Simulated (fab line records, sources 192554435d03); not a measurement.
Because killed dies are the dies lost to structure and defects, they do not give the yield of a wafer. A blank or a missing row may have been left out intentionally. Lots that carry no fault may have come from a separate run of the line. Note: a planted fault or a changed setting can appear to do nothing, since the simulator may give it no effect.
Matching of chambers	flow n5 finfet	cvd co-02 running N5_BEOL_M0_CO_CAP_123: 3 sister chambers
The step material Co, precursor CCTBA/H2, target thk 2 nm, time 102.1 s. 3 wafers are shown with their chamber, then 12 later ones without.

WAFERS WITH THEIR CHAMBER
wafer	chamber	heater power w (W)
L082.2	0	260
L089.4	2	243
L089.6	1	209

WAFERS WHOSE CHAMBER IS MISSING
wafer	heater power w (W)
L090.4	213
L090.5	256
L090.6	238
L091.2	252
L091.3	237
L091.5	238
L094.2	216
L094.4	255
L094.6	247
L096.2	216
L096.4	210
L096.6	256

EACH ONE'S CHAMBER
wafer	from the rows above	in truth
L090.4	1	1
L090.5	can't be placed: 0 or 2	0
L090.6	2	2
L091.2	can't be placed: 0 or 2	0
L091.3	2	2
L091.5	2	2
L094.2	1	1
L094.4	can't be placed: 0 or 2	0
L094.6	can't be placed: 2 or 0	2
L096.2	1	1
L096.4	1	1
L096.6	can't be placed: 0 or 2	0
Correctly placed: 7 of 12. Not placeable from these rows: 5 (in 5, the candidates include the true chamber). Number placed wrongly: 0.
How it was worked out, from the rows above alone: a wafer's distance from a chamber is the root of the sum, over the readings, of the square of ((its reading less the chamber's mean) divided by the reading's scatter). If the next closest chamber is less than 2 further off than the closest, the wafer can't be placed; otherwise it belongs to the closest. The mean given for a chamber averages the wafers shown for that chamber. The scatter: with one shown wafer a chamber, the root of the mean of the squares of how far each hidden wafer lies from its nearest shown one.
